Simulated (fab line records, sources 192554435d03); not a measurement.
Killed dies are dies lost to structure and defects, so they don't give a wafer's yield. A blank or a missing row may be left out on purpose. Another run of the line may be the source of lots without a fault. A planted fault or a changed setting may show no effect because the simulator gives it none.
fab line records | flow n5Finfet | part 1 of 2: steps 1 to 4 of 6
record: lots: 23 | wafers: 69 | lastDay: 17
route steps=1938 shown HKMG_FIN@442 GATE_CUT@469
lots untouched by any fault: they come from a run of this same line in which no faults occurred
startH: hours from the record's opening day to when the first of the lot's shown wafers began | waitH: how many hours have passed since the lot's step before this one | " as in the row above | L1.1+2: one row covering several wafers at once | - either no value or no given start | * or withheld: withheld | < > ~ a bound
route shown NAME@n: NAME is a module with steps in the file, n the number in the route of the first one | usual: average and standard deviation across the fault-free wafers | same: alike in all rows | chamber/n: place in a boat | sites: each site's reading | _std_site: how widely they spread, as a standard deviation | _edge_site: the outer-site mean with the inner-site mean subtracted | radiusMm: how far each site lies from the wafer's centre | mask NAME#n: copy n | behind: the most recent tool/chamber to have shaped the wafer | hold: what put the lot on hold/how long, in hours/how the hold closed | device: which transistor (n, p or np) failed to switch | end of line: tests run on the same wafers once the route is complete | step lacking rows: just its recipe | killed: dies that structure and defects cost at the first sort, which is not the same as the wafer's yield | map: the dies of a wafer, with x for killed, . for not killed, _ for no die there
set.NAME: the run value of the setting; set.NAME@STEP: its run value at that earlier step | model.NAME: the simulator's own value behind a step, which no gauge read
a sample of lots followed through the steps of the route, with each step as a table and each wafer as a row
services: the hour from which a tool's chamber was out of use, counted from the record's first day as startH (under 0 if before that day), plus the number of hours and why
== steps ==
step: N5_HKMG_FIN_ALD_91
recipe: material: TiN | targetThkA: 10 | tempC: 400 | aldPrecursorFamily: TiCl4 | aldCoReactant: NH3 | pulseTimeS: 1 | purgeTimeS: 3 | coReactantPurgeTimeS: 2 | coReactantPulseTimeS: 2 | aldCycles: 47 | pressureTorr: 3
usual: heaterPowerW: 872/69 | precursorPulseHeightRel: 1.001/0.019
same: coReactantPulseTimeS: 2
lot.wafer | tool        | chamber | startH | waitH | heaterPowerW | precursorPulseHeightRel
L074.3    | aldMetal-04 | 0       | 73.77  | 0.1   | 968          | 1.000
L074.4    | "           | 3       | "      | "     | 970          | 0.961
L074.5    | "           | 3       | "      | "     | 979          | 1.017
L075.2    | aldMetal-01 | 3       | 85.75  | 0.3   | 882          | 1.026
L075.3    | "           | 0       | "      | "     | 747          | 0.968
L075.5    | "           | 2       | "      | "     | 886          | 0.985
L076.2    | aldMetal-01 | 0       | 87.54  | 0.3   | 734          | 1.005
L076.4    | "           | 3       | "      | "     | 869          | 1.045
L076.6    | "           | 1       | "      | "     | 861          | 0.986
L077.2    | aldMetal-04 | 0       | 94.90  | 0.3   | 976          | 0.988
L077.4    | "           | 2       | "      | "     | 811          | 0.994
L077.5    | "           | 1       | "      | "     | 784          | 1.003
L079.1    | aldMetal-03 | 3       | 109.75 | 0.3   | 979          | 0.957
L079.2    | "           | 1       | "      | "     | 827          | 0.995
L079.6    | "           | 3       | "      | "     | 1000         | 1.014
L080.1    | aldMetal-03 | 0       | 119.50 | 0.3   | 840          | 1.006
L080.2    | "           | 2       | "      | "     | 843          | 0.986
L080.5    | "           | 3       | "      | "     | 950          | 0.975
L081.2    | aldMetal-03 | 3       | 125.88 | 0.3   | 975          | 1.021
L081.3    | "           | 2       | "      | "     | 860          | 0.985
L081.4    | "           | 1       | "      | "     | 816          | 1.002
L082.1    | aldMetal-04 | 3       | 128.31 | 0.3   | 963          | 1.021
L082.3    | "           | 2       | "      | "     | 845          | 0.992
L082.6    | "           | 1       | "      | "     | 780          | 0.975
L083.2    | aldMetal-04 | 0       | 130.31 | 0.3   | 973          | 1.015
L083.3    | "           | 2       | "      | "     | 802          | 1.010
L083.6    | "           | 3       | "      | "     | 976          | 0.992
L084.2    | aldMetal-01 | 3       | 138.52 | 0.3   | 870          | 0.989
L084.3    | "           | 2       | "      | "     | 913          | 1.033
L084.6    | "           | 2       | "      | "     | 879          | 1.008
L085.1    | aldMetal-01 | 1       | 143.62 | 0.3   | 897          | 0.961
L085.4    | "           | 0       | "      | "     | 741          | 1.009
L085.5    | "           | 3       | "      | "     | 880          | 0.981
L086.4    | aldMetal-04 | 0       | 149.76 | 0.1   | 970          | 1.018
L086.5    | "           | 0       | "      | "     | 970          | 1.022
L086.6    | "           | 1       | "      | "     | 787          | 0.986
L087.3    | aldMetal-04 | 0       | 157.31 | 0.1   | 975          | 1.017
L087.4    | "           | 2       | "      | "     | 810          | 1.035
L087.6    | "           | 2       | "      | "     | 816          | 1.030
L088.1    | aldMetal-01 | 3       | 162.57 | 0.3   | 908          | 1.005
L088.4    | "           | 2       | "      | "     | 872          | 0.984
L088.6    | "           | 0       | "      | "     | 756          | 1.002
L089.1    | aldMetal-01 | 0       | 170.32 | 0.3   | 774          | 0.996
L089.2    | "           | 2       | "      | "     | 875          | 0.997
L089.4    | "           | 3       | "      | "     | 896          | 0.979
L090.2    | aldMetal-04 | 0       | 173.70 | 0.3   | 933          | 1.016
L090.3    | "           | 3       | "      | "     | 943          | 1.002
L090.5    | "           | 0       | "      | "     | 977          | 0.992
L091.1    | aldMetal-03 | 0       | 179.67 | 0.3   | 837          | 0.986
L091.3    | "           | 3       | "      | "     | 979          | 0.956
L091.6    | "           | 3       | "      | "     | 966          | 1.016
L092.3    | aldMetal-01 | 2       | 184.12 | 0.1   | 898          | 0.974
L092.5    | "           | 0       | "      | "     | 739          | 1.000
L092.6    | "           | 1       | "      | "     | 883          | 1.014
L093.2    | aldMetal-03 | 1       | 193.80 | 0.3   | 827          | 1.016
L093.4    | "           | 3       | "      | "     | 997          | 1.025
L093.6    | "           | 1       | "      | "     | 835          | 1.002
L094.1    | aldMetal-03 | 0       | 197.35 | 0.3   | 874          | 0.973
L094.5    | "           | 2       | "      | "     | 875          | 1.011
L094.6    | "           | 1       | "      | "     | 807          | 1.011
L095.2    | aldMetal-04 | 0       | 203.61 | 0.3   | 949          | 1.014
L095.4    | "           | 1       | "      | "     | 808          | 0.997
L095.6    | "           | 2       | "      | "     | 806          | 1.015
L096.1    | aldMetal-01 | 2       | 212.59 | 0.3   | 890          | 0.985
L096.2    | "           | 1       | "      | "     | 887          | 0.987
L096.6    | "           | 2       | "      | "     | 892          | 1.043
L097.2    | aldMetal-03 | 0       | 219.59 | 0.3   | 844          | 1.010
L097.3    | "           | 1       | "      | "     | 819          | 1.015
L097.5    | "           | 1       | "      | "     | 828          | 1.016
step: N5_HKMG_FIN_CMP_23
recipe: stopOn: SiNx | tOverpolishS: 10 | postCmpClean: rinseOnly | downForcePsi: 4 | platenRpm: 50.289 | padVelocityMS: 1.0006 | targetThkNm: 46.326
usual: motorCurrentA: 12.7/1.3 | overpolishRunS: 9.999/0.0093 | slurryFlowMlMin: 149.9/0.48 | timeToEndpointS: 11.9/1.8
same: tOverpolishS: 10
lot.wafer | tool   | chamber | startH | waitH | motorCurrentA | overpolishRunS | slurryFlowMlMin | timeToEndpointS
L074.3    | cmp-03 | 1       | 76.47  | 0.0   | 11.5          | 9.998          | 150.2           | 13.2
L074.4    | "      | 0       | "      | "     | 12.5          | 9.998          | 149.7           | 10.5
L074.5    | "      | 2       | "      | "     | 12.1          | 9.997          | 148.6           | 8.9
L075.2    | cmp-03 | 0       | 88.76  | 0.0   | 12.8          | 9.989          | 149.7           | 12.8
L075.3    | "      | 3       | "      | "     | 12.9          | 9.995          | 149.7           | 11.4
L075.5    | "      | 0       | "      | "     | 11.8          | 9.995          | 150.6           | 12.2
L076.4    | cmp-02 | 2       | 90.35  | 0.1   | 11.6          | 9.995          | 149.9           | 12.6
L076.2    | "      | 3       | "      | "     | 12.9          | 9.993          | 149.9           | 13.3
L076.6    | "      | 1       | "      | "     | 12.1          | 10.005         | 150.1           | 11.7
L077.4    | cmp-03 | 0       | 98.49  | 0.2   | 12.1          | 9.995          | 149.6           | 11.1
L077.2    | "      | 1       | "      | "     | 12.1          | 9.991          | 150.5           | 11.4
L077.5    | "      | 2       | "      | "     | 12.6          | 10.001         | 149.5           | 7.5
L079.1    | cmp-03 | 3       | 112.87 | 0.1   | 12.8          | 10.006         | 149.5           | 10.7
L079.2    | "      | 0       | "      | "     | 12.1          | 10.011         | 149.8           | 11.3
L079.6    | "      | 3       | "      | "     | 13.1          | 10.001         | 149.8           | 7.1
L080.2    | cmp-02 | 2       | 122.42 | 0.1   | 11.0          | 10.002         | 150.3           | 13.3
L080.1    | "      | 0       | "      | "     | 12.5          | 9.997          | 150.8           | 12.9
L080.5    | "      | 2       | "      | "     | 10.9          | 10.000         | 150.5           | 14.9
L081.4    | cmp-03 | 2       | 128.65 | 0.1   | 12.5          | 10.007         | 149.8           | 10.6
L081.3    | "      | 3       | "      | "     | 13.6          | 10.000         | 149.4           | 11.9
L081.2    | "      | 0       | "      | "     | 11.8          | 10.006         | 149.5           | 11.9
L082.3    | cmp-03 | 0       | 131.22 | 0.1   | 12.4          | 9.987          | 149.9           | 11.3
L082.1    | "      | 1       | "      | "     | 11.1          | 9.996          | 150.0           | 10.2
L082.6    | "      | 0       | "      | "     | 12.0          | 9.991          | 149.9           | 8.9
L083.3    | cmp-01 | 3       | 133.34 | 0.2   | 11.2          | 10.006         | 150.5           | 12.5
L083.2    | "      | 0       | "      | "     | 13.4          | 9.998          | 150.3           | 14.1
L083.6    | "      | 2       | "      | "     | 12.6          | 9.994          | 150.6           | 13.6
L084.2    | cmp-01 | 3       | 141.48 | 0.0   | 11.6          | 9.983          | 151.1           | 12.4
L084.3    | "      | 1       | "      | "     | 15.6          | 9.999          | 149.8           | 11.2
L084.6    | "      | 0       | "      | "     | 12.6          | 9.989          | 149.6           | 13.8
L085.1    | cmp-01 | 2       | 146.44 | 0.1   | 13.4          | 10.009         | 149.5           | 11.4
L085.4    | "      | 3       | "      | "     | 11.4          | 9.985          | 149.5           | 11.5
L085.5    | "      | 1       | "      | "     | 15.6          | 10.005         | 149.4           | 11.9
L086.4    | cmp-02 | 3       | 152.46 | 0.0   | 12.3          | 9.998          | 149.9           | 13.0
L086.5    | "      | 3       | "      | "     | 12.7          | 10.009         | 149.9           | 11.5
L086.6    | "      | 0       | "      | "     | 12.7          | 10.001         | 150.0           | 10.9
L087.3    | cmp-03 | 2       | 160.29 | 0.2   | 12.0          | 10.000         | 149.6           | 10.2
L087.4    | "      | 3       | "      | "     | 13.5          | 10.007         | 151.1           | 10.4
L087.6    | "      | 1       | "      | "     | 11.9          | 10.009         | 149.3           | 11.4
L088.4    | cmp-03 | 2       | 165.39 | 0.1   | 12.6          | 10.013         | 149.6           | 10.0
L088.1    | "      | 0       | "      | "     | 11.8          | 10.001         | 149.4           | 9.4
L088.6    | "      | 2       | "      | "     | 13.0          | 10.005         | 149.3           | 12.3
L089.4    | cmp-03 | 2       | 173.53 | 0.0   | 12.3          | 10.023         | 150.3           | 9.8
L089.2    | "      | 3       | "      | "     | 12.8          | 9.987          | 150.4           | 9.7
L089.1    | "      | 1       | "      | "     | 11.6          | 9.997          | 150.1           | 9.5
L090.3    | cmp-01 | 1       | 176.81 | 0.2   | 15.5          | 9.992          | 149.3           | 12.4
L090.2    | "      | 3       | "      | "     | 10.5          | 10.012         | 150.3           | 13.7
L090.5    | "      | 1       | "      | "     | 16.7          | 9.980          | 150.4           | 12.6
L091.3    | cmp-03 | 2       | 182.64 | 0.1   | 12.0          | 9.994          | 149.7           | 13.0
L091.1    | "      | 0       | "      | "     | 12.4          | 10.010         | 150.4           | 12.2
L091.6    | "      | 2       | "      | "     | 12.4          | 9.974          | 149.9           | 14.2
L092.3    | cmp-01 | 0       | 186.88 | 0.0   | 12.4          | 9.996          | 149.9           | 14.6
L092.6    | "      | 0       | "      | "     | 13.4          | 9.994          | 150.2           | 12.5
L092.5    | "      | 1       | "      | "     | 15.8          | 9.981          | 149.9           | 14.2
L093.4    | cmp-02 | 1       | 196.73 | 0.2   | 12.8          | 9.996          | 149.7           | 12.3
L093.2    | "      | 2       | "      | "     | 10.3          | 9.981          | 149.7           | 14.7
L093.6    | "      | 0       | "      | "     | 13.4          | 9.995          | 150.3           | 13.7
L094.1    | cmp-01 | 1       | 200.34 | 0.0   | 16.1          | 9.993          | 149.5           | 11.6
L094.5    | "      | 1       | "      | "     | 16.0          | 10.004         | 149.7           | 11.2
L094.6    | "      | 2       | "      | "     | 12.5          | 10.007         | 149.6           | 11.8
L095.4    | cmp-01 | 1       | 206.65 | 0.2   | 15.7          | 9.999          | 149.8           | 11.5
L095.2    | "      | 3       | "      | "     | 11.4          | 9.995          | 150.0           | 12.2
L095.6    | "      | 1       | "      | "     | 15.9          | 9.993          | 149.6           | 13.2
L096.1    | cmp-01 | 1       | 215.47 | 0.2   | 16.4          | 9.998          | 150.0           | 13.1
L096.2    | "      | 2       | "      | "     | 13.2          | 9.986          | 149.4           | 11.8
L096.6    | "      | 3       | "      | "     | 11.1          | 10.020         | 151.0           | 13.9
L097.3    | cmp-03 | 3       | 222.39 | 0.0   | 13.5          | 10.007         | 149.4           | 10.1
L097.2    | "      | 2       | "      | "     | 12.2          | 9.987          | 150.2           | 14.9
L097.5    | "      | 3       | "      | "     | 13.2          | 9.980          | 150.5           | 14.4
step: N5_GATE_CUT_ETCH_58
recipe: chemistry: CH3F/O2 | target: SiNx | targetDepthA: 170 | timeS: 128.6 | ionEnergyEv: 50 | pressureMtorr: 30 | sourceW: 415 | biasW: 21 | Ar_flow_sccm: 150 | CH3F_flow_sccm: 30 | O2_flow_sccm: 20
usual: drypumpMotorCurrentA: 5.9/0.43 | oesProductAu: 0.80/0.096 | rfFwdPowerW: 413.1/1.2 | rfVppV: 99.3/0.95 | showerheadPlenumPTorr: 2.02/0.079 | throttleValvePct: 16.31/0.26
lot.wafer | tool       | chamber | startH | waitH | drypumpMotorCurrentA | oesProductAu | rfFwdPowerW | rfHoursCounterH | rfVppV | showerheadPlenumPTorr | throttleValvePct
L074.3    | rieDiel-06 | 1       | 77.59  | 0.1   | 6.2                  | 0.67         | 414.4       | 247             | 98.8   | 2.06                  | 16.39
L074.4    | "          | 0       | "      | "     | 5.9                  | 0.69         | 412.0       | 208             | 98.6   | 1.98                  | 16.47
L074.5    | "          | 2       | "      | "     | 5.2                  | 0.97         | 411.2       | -               | 99.0   | 2.05                  | 16.15
L075.2    | rieDiel-03 | 1       | 89.92  | 0.2   | 6.0                  | 0.76         | 413.1       | 132             | 100.3  | 2.09                  | 16.47
L075.3    | "          | 0       | "      | "     | 6.7                  | 0.67         | 413.6       | 246             | 99.8   | 1.97                  | 16.59
L075.5    | "          | 1       | "      | "     | 5.9                  | 0.77         | 411.7       | -               | 100.1  | 2.09                  | 16.48
L076.2    | rieDiel-03 | 0       | 91.48  | 0.2   | 6.7                  | 0.67         | 412.1       | 246             | 100.3  | 1.97                  | 16.57
L076.4    | "          | 2       | "      | "     | 5.3                  | 0.78         | 411.7       | 114             | 98.2   | 1.93                  | 16.32
L076.6    | "          | 1       | "      | "     | 5.9                  | 0.76         | 415.0       | -               | 100.1  | 2.09                  | 16.47
L077.2    | rieDiel-06 | 0       | 99.37  | 0.0   | 6.0                  | 0.69         | 413.2       | 216             | 98.6   | 1.98                  | 16.48
L077.4    | "          | 2       | "      | "     | 5.2                  | 0.93         | 412.1       | -               | 98.3   | 2.05                  | 16.18
L077.5    | "          | 0       | "      | "     | 6.0                  | 0.68         | 415.5       | -               | 98.5   | 1.98                  | 16.48
L079.1    | rieDiel-03 | 1       | 113.83 | 0.0   | 5.9                  | 0.76         | 413.2       | 141             | 99.9   | 2.09                  | 16.48
L079.2    | "          | 3       | "      | "     | 5.3                  | 0.69         | 412.3       | 227             | 98.5   | 1.98                  | 16.72
L079.6    | "          | 2       | "      | "     | 5.3                  | 0.77         | 413.6       | -               | 97.6   | 1.93                  | 16.33
L080.1    | rieDiel-03 | 2       | 123.38 | 0.0   | 5.3                  | 0.77         | 412.9       | 125             | 98.2   | 1.93                  | 16.34
L080.2    | "          | 3       | "      | "     | 5.3                  | 0.68         | 413.6       | 231             | 99.5   | 1.98                  | 16.73
L080.5    | "          | 0       | "      | "     | 6.6                  | 0.97         | 415.0       | -               | 98.2   | 1.97                  | 16.14
L081.2    | rieDiel-03 | 2       | 129.71 | 0.1   | 5.3                  | 0.77         | 413.9       | 128             | 98.2   | 1.93                  | 16.36
L081.3    | "          | 1       | "      | "     | 5.9                  | 0.76         | 412.7       | 146             | 99.7   | 2.09                  | 16.49
L081.4    | "          | 0       | "      | "     | 6.7                  | 0.96         | 414.5       | 3               | 97.6   | 1.97                  | 16.15
L082.1    | rieDiel-03 | 2       | 132.17 | 0.0   | 5.3                  | 0.77         | 413.5       | 129             | 99.9   | 1.92                  | 16.35
L082.3    | "          | 0       | "      | "     | 6.7                  | 0.95         | 413.7       | 4               | 99.3   | 1.97                  | 16.13
L082.6    | "          | 0       | "      | "     | 6.6                  | 0.95         | 412.1       | -               | 98.6   | 1.97                  | 16.13
L083.2    | rieDiel-02 | 0       | 134.21 | 0.0   | 6.0                  | 0.86         | 413.2       | 54              | 100.4  | 2.12                  | 15.97
L083.3    | "          | 2       | "      | "     | 6.2                  | 0.77         | 415.3       | 173             | 98.1   | 1.92                  | 16.67
L083.6    | "          | 2       | "      | "     | 6.2                  | 0.76         | 415.1       | -               | 98.3   | 1.92                  | 16.67
L084.2    | rieDiel-06 | 3       | 142.70 | 0.2   | 5.9                  | 0.84         | 413.0       | 75              | 101.9  | 2.11                  | 15.99
L084.3    | "          | 1       | "      | "     | 6.1                  | 0.95         | 415.9       | 10              | 98.1   | 2.05                  | 15.97
L084.6    | "          | 3       | "      | "     | 5.9                  | 0.85         | 412.6       | -               | 97.9   | 2.11                  | 16.01
L085.1    | rieDiel-02 | 0       | 147.39 | 0.0   | 6.1                  | 0.85         | 412.7       | 61              | 98.9   | 2.12                  | 15.97
L085.4    | "          | 1       | "      | "     | 6.3                  | 0.76         | 412.5       | -               | 99.0   | 2.09                  | 16.01
L085.5    | "          | 0       | "      | "     | 6.0                  | 0.85         | 414.2       | -               | 100.0  | 2.12                  | 15.98
L086.4    | rieDiel-02 | 1       | 153.49 | 0.0   | 6.2                  | 0.76         | 414.2       | 141             | 100.8  | 2.09                  | 16.03
L086.5    | "          | 3       | "      | "     | 5.6                  | 1.01         | 415.5       | -               | 98.9   | 2.14                  | 16.13
L086.6    | "          | 2       | "      | "     | 6.2                  | 0.75         | 413.4       | -               | 100.2  | 1.91                  | 16.68
L087.3    | rieDiel-02 | 2       | 161.19 | 0.1   | 6.2                  | 0.75         | 412.7       | 182             | 99.8   | 1.91                  | 16.68
L087.4    | "          | 3       | "      | "     | 5.6                  | 1.00         | 414.8       | 2               | 100.1  | 2.14                  | 16.11
L087.6    | "          | 2       | "      | "     | 6.2                  | 0.75         | 412.4       | -               | 98.7   | 1.91                  | 16.69
L088.1    | rieDiel-03 | 1       | 166.35 | 0.0   | 5.9                  | 0.75         | 412.9       | 160             | 99.4   | 2.08                  | 16.52
L088.4    | "          | 0       | "      | "     | 6.6                  | 0.92         | 411.9       | 17              | 100.1  | 1.96                  | 16.16
L088.6    | "          | 0       | "      | "     | 6.6                  | 0.90         | 412.6       | -               | 100.2  | 1.96                  | 16.15
L089.1    | rieDiel-06 | 0       | 174.57 | 0.0   | 6.0                  | 0.66         | 411.3       | 238             | 100.8  | 1.97                  | 16.53
L089.2    | "          | 1       | "      | "     | 6.2                  | 0.92         | 412.7       | 20              | 102.2  | 2.05                  | 15.98
L089.4    | "          | 3       | "      | "     | 5.9                  | 0.83         | 412.2       | 84              | 100.2  | 2.11                  | 16.01
L090.2    | rieDiel-02 | 3       | 177.77 | 0.0   | 5.6                  | 0.98         | 412.9       | 7               | 100.8  | 2.14                  | 16.10
L090.3    | "          | 1       | "      | "     | 6.2                  | 0.76         | 413.1       | 149             | 99.1   | 2.08                  | 16.03
L090.5    | "          | 3       | "      | "     | 5.5                  | 0.97         | 412.6       | -               | 100.2  | 2.14                  | 16.14
L091.1    | rieDiel-02 | 0       | 183.65 | 0.1   | 6.0                  | 0.83         | 412.6       | 73              | 100.2  | 2.11                  | 16.00
L091.3    | "          | 2       | "      | "     | 6.2                  | 0.74         | 412.2       | 190             | 98.6   | 1.91                  | 16.69
L091.6    | "          | 3       | "      | "     | 5.5                  | 0.96         | 412.2       | -               | 99.5   | 2.14                  | 16.13
L092.3    | rieDiel-03 | 0       | 187.97 | 0.1   | 6.7                  | 0.88         | 412.9       | 26              | 99.3   | 1.96                  | 16.19
L092.5    | "          | 0       | "      | "     | 6.7                  | 0.88         | 413.5       | -               | 98.8   | 1.96                  | 16.19
L092.6    | "          | 2       | "      | "     | 5.3                  | 0.76         | 414.3       | -               | 98.1   | 1.92                  | 16.39
L093.2    | rieDiel-02 | 3       | 197.60 | 0.0   | 5.6                  | 0.95         | 414.9       | 15              | 99.4   | 2.14                  | 16.14
L093.4    | "          | 2       | "      | "     | 6.2                  | 0.74         | 413.2       | 194             | 99.3   | 1.91                  | 16.71
L093.6    | "          | 3       | "      | "     | 5.6                  | 0.95         | 413.3       | -               | 100.8  | 2.14                  | 16.14
L094.1    | rieDiel-03 | 0       | 201.41 | 0.1   | 6.6                  | 0.89         | 411.7       | 30              | 99.1   | 1.96                  | 16.17
L094.5    | "          | 3       | "      | "     | 5.4                  | 0.97         | 413.5       | -               | 98.6   | 1.97                  | 16.28
L094.6    | "          | 2       | "      | "     | 5.3                  | 0.75         | 411.7       | -               | 99.2   | 1.92                  | 16.40
L095.2    | rieDiel-03 | 2       | 207.60 | 0.0   | 5.3                  | 0.74         | 413.1       | 156             | 98.0   | 1.92                  | 16.39
L095.4    | "          | 0       | "      | "     | 6.6                  | 0.88         | 413.0       | 32              | 100.2  | 1.96                  | 16.18
L095.6    | "          | 3       | "      | "     | 5.3                  | 0.96         | 411.8       | -               | 98.2   | 1.97                  | 16.27
L096.1    | rieDiel-06 | 1       | 216.35 | 0.0   | 6.1                  | 0.90         | 413.5       | 28              | 100.8  | 2.05                  | 16.03
L096.2    | "          | 3       | "      | "     | 5.8                  | 0.82         | 414.1       | 92              | 99.6   | 2.10                  | 16.04
L096.6    | "          | 0       | "      | "     | 6.0                  | 0.67         | 413.9       | -               | 99.6   | 1.97                  | 16.54
L097.2    | rieDiel-02 | 1       | 223.49 | 0.1   | 6.2                  | 0.73         | 412.9       | 166             | 100.0  | 2.08                  | 16.06
L097.3    | "          | 3       | "      | "     | 5.6                  | 0.93         | 414.0       | 23              | 99.0   | 2.14                  | 16.16
L097.5    | "          | 2       | "      | "     | 6.2                  | 0.73         | 413.2       | -               | 98.8   | 1.91                  | 16.72
step: N5_GATE_CUT_PECVD_57
recipe: material: SiNx | targetThkA: 210 | tempC: 400 | precursor: SiH4/NH3/N2 | pressureTorr: 1.5 | rfW: 300
usual: heaterPowerW: 746/71 | rfFwdPowerW: 297.2/1.2 | showerheadPlenumPTorr: 5.14/0.064 | showerheadVppV: 1066/34 | throttleValvePct: 39.5/2.1
lot.wafer | tool     | chamber | startH | waitH | heaterPowerW | rfFwdPowerW | showerheadPlenumPTorr | showerheadVppV | throttleValvePct
L074.3    | pecvd-02 | 2       | 80.24  | 1.1   | 831          | 297.5       | 5.18                  | 1052           | 37.2
L074.4    | "        | 2       | "      | "     | 786          | 297.6       | 5.19                  | 1069           | 37.3
L074.5    | "        | 0       | "      | "     | 774          | 300.3       | 5.22                  | 1059           | 43.4
L075.2    | pecvd-03 | 2       | 92.43  | 1.1   | 724          | 295.9       | 5.11                  | 1083           | 37.9
L075.3    | "        | 0       | "      | "     | 730          | 297.4       | 5.17                  | 1055           | 39.0
L075.5    | "        | 1       | "      | "     | 773          | 298.1       | 5.14                  | 1032           | 40.4
L076.2    | pecvd-02 | 1       | 95.09  | 1.1   | 633          | 298.0       | 5.13                  | 1084           | 41.4
L076.4    | "        | 1       | "      | "     | 651          | 297.8       | 5.14                  | 1089           | 41.5
L076.6    | "        | 2       | "      | "     | 809          | 299.0       | 5.18                  | 1043           | 37.3
L077.2    | pecvd-02 | 2       | 101.90 | 1.1   | 843          | 298.8       | 5.18                  | 1061           | 37.3
L077.4    | "        | 2       | "      | "     | 837          | 298.3       | 5.19                  | 1044           | 37.4
L077.5    | "        | 1       | "      | "     | 737          | 297.1       | 5.14                  | 1084           | 41.7
L079.1    | pecvd-02 | 1       | 116.67 | 1.1   | 675          | 296.9       | 5.13                  | 1080           | 41.4
L079.2    | "        | 0       | "      | "     | 638          | 298.4       | 5.21                  | 1064           | 43.9
L079.6    | "        | 1       | "      | "     | 655          | 297.6       | 5.12                  | 1095           | 41.8
L080.1    | pecvd-03 | 2       | 125.90 | 1.1   | 605          | 297.7       | 5.11                  | 1081           | 38.0
L080.2    | "        | 1       | "      | "     | 761          | 296.4       | 5.14                  | 1039           | 40.4
L080.5    | "        | 0       | "      | "     | 739          | 297.8       | 5.16                  | 1055           | 39.3
L081.2    | pecvd-01 | 1       | 132.23 | 1.1   | 738          | 294.2       | 5.13                  | 1040           | 38.3
L081.3    | "        | 0       | "      | "     | 821          | 296.5       | 5.24                  | 1012           | 40.0
L081.4    | "        | 0       | "      | "     | 811          | 297.7       | 5.23                  | 1012           | 40.2
L082.1    | pecvd-03 | 1       | 135.01 | 1.1   | 779          | 296.6       | 5.14                  | 1044           | 40.0
L082.3    | "        | 2       | "      | "     | 740          | 296.9       | 5.11                  | 1099           | 37.7
L082.6    | "        | 2       | "      | "     | 728          | 297.5       | 5.11                  | 1078           | 38.0
L083.2    | pecvd-03 | 1       | 137.71 | 1.1   | 695          | 297.7       | 5.15                  | 1037           | 40.1
L083.3    | "        | 2       | "      | "     | 700          | 295.4       | 5.11                  | 1108           | 38.1
L083.6    | "        | 0       | "      | "     | 765          | 298.1       | 5.17                  | 1029           | 38.9
L084.2    | pecvd-03 | 1       | 145.23 | 1.1   | 789          | 297.9       | 5.15                  | 1043           | 40.2
L084.3    | "        | 0       | "      | "     | 632          | 298.2       | 5.16                  | 1055           | 38.7
L084.6    | "        | 1       | "      | "     | 776          | 297.9       | 5.14                  | 1050           | 40.3
L085.1    | pecvd-02 | 2       | 149.91 | 1.1   | 779          | 297.9       | 5.18                  | 1060           | 37.5
L085.4    | "        | 1       | "      | "     | 721          | 298.0       | 5.14                  | 1089           | 41.7
L085.5    | "        | 0       | "      | "     | 712          | 298.2       | 5.22                  | 1062           | 44.2
L086.4    | pecvd-01 | 1       | 156.03 | 1.1   | 756          | 294.5       | 5.12                  | 1040           | 38.6
L086.5    | "        | 0       | "      | "     | 865          | 296.7       | 5.23                  | 1024           | 40.0
L086.6    | "        | 2       | "      | "     | 819          | 295.9       | 4.96                  | 1132           | 36.3
L087.3    | pecvd-01 | 2       | 163.77 | 1.1   | 862          | 296.6       | 4.99                  | 1135           | 36.3
L087.4    | "        | 0       | "      | "     | 798          | 297.1       | 5.23                  | 1017           | 40.1
L087.6    | "        | 2       | "      | "     | 885          | 297.3       | 4.97                  | 1140           | 36.5
L088.1    | pecvd-03 | 0       | 169.33 | 1.1   | 766          | 297.8       | 5.16                  | 1051           | 38.9
L088.4    | "        | 2       | "      | "     | 711          | 298.0       | 5.11                  | 1106           | 38.2
L088.6    | "        | 0       | "      | "     | 758          | 297.0       | 5.16                  | 1047           | 38.9
L089.1    | pecvd-01 | 0       | 177.09 | 1.1   | 857          | 297.7       | 5.24                  | 1015           | 39.7
L089.2    | "        | 2       | "      | "     | 860          | 297.0       | 4.97                  | 1150           | 36.5
L089.4    | "        | 0       | "      | "     | 849          | 297.7       | 5.21                  | 1000           | 40.1
L090.2    | pecvd-02 | 2       | 180.30 | 1.1   | 702          | 298.2       | 5.19                  | 1051           | 37.7
L090.3    | "        | 1       | "      | "     | 717          | 296.7       | 5.13                  | 1095           | 41.4
L090.5    | "        | 1       | "      | "     | 705          | 298.2       | 5.14                  | 1102           | 41.5
L091.1    | pecvd-01 | 2       | 189.27 | 1.1   | 821          | 297.8       | 4.97                  | 1147           | 36.5
L091.3    | "        | 1       | "      | "     | 657          | 295.2       | 5.12                  | 1064           | 38.8
L091.6    | "        | 2       | "      | "     | 844          | 296.9       | 4.95                  | 1170           | 36.5
L092.3    | pecvd-02 | 1       | 193.75 | 1.1   | 788          | 298.0       | 5.13                  | 1094           | 41.7
L092.5    | "        | 0       | "      | "     | 759          | 297.4       | 5.21                  | 1046           | 44.7
L092.6    | "        | 2       | "      | "     | 868          | 299.0       | 5.16                  | 1052           | 37.8
L093.2    | pecvd-03 | 0       | 200.11 | 1.1   | 733          | 296.7       | 5.16                  | 1043           | 39.0
L093.4    | "        | 2       | "      | "     | 657          | 296.5       | 5.12                  | 1082           | 38.1
L093.6    | "        | 0       | "      | "     | 728          | 297.6       | 5.15                  | 1044           | 39.1
L094.1    | pecvd-03 | 1       | 203.92 | 1.1   | 682          | 296.2       | 5.14                  | 1046           | 40.3
L094.5    | "        | 2       | "      | "     | 593          | 295.6       | 5.13                  | 1069           | 38.3
L094.6    | "        | 1       | "      | "     | 672          | 296.5       | 5.14                  | 1048           | 40.0
L095.2    | pecvd-03 | 2       | 210.12 | 1.1   | 700          | 295.9       | 5.12                  | 1069           | 38.3
L095.4    | "        | 0       | "      | "     | 734          | 296.1       | 5.15                  | 1041           | 39.0
L095.6    | "        | 1       | "      | "     | 733          | 298.2       | 5.15                  | 1056           | 40.5
L096.1    | pecvd-01 | 1       | 218.86 | 1.1   | 719          | 294.7       | 5.12                  | 1053           | 38.2
L096.2    | "        | 0       | "      | "     | 831          | 296.0       | 5.24                  | 1009           | 39.9
L096.6    | "        | 1       | "      | "     | 708          | 293.1       | 5.11                  | 1033           | 38.4
L097.2    | pecvd-03 | 2       | 226.11 | 1.1   | 629          | 297.0       | 5.11                  | 1113           | 38.2
L097.3    | "        | 1       | "      | "     | 775          | 297.1       | 5.16                  | 1038           | 40.2
L097.5    | "        | 2       | "      | "     | 631          | 297.3       | 5.11                  | 1102           | 38.3
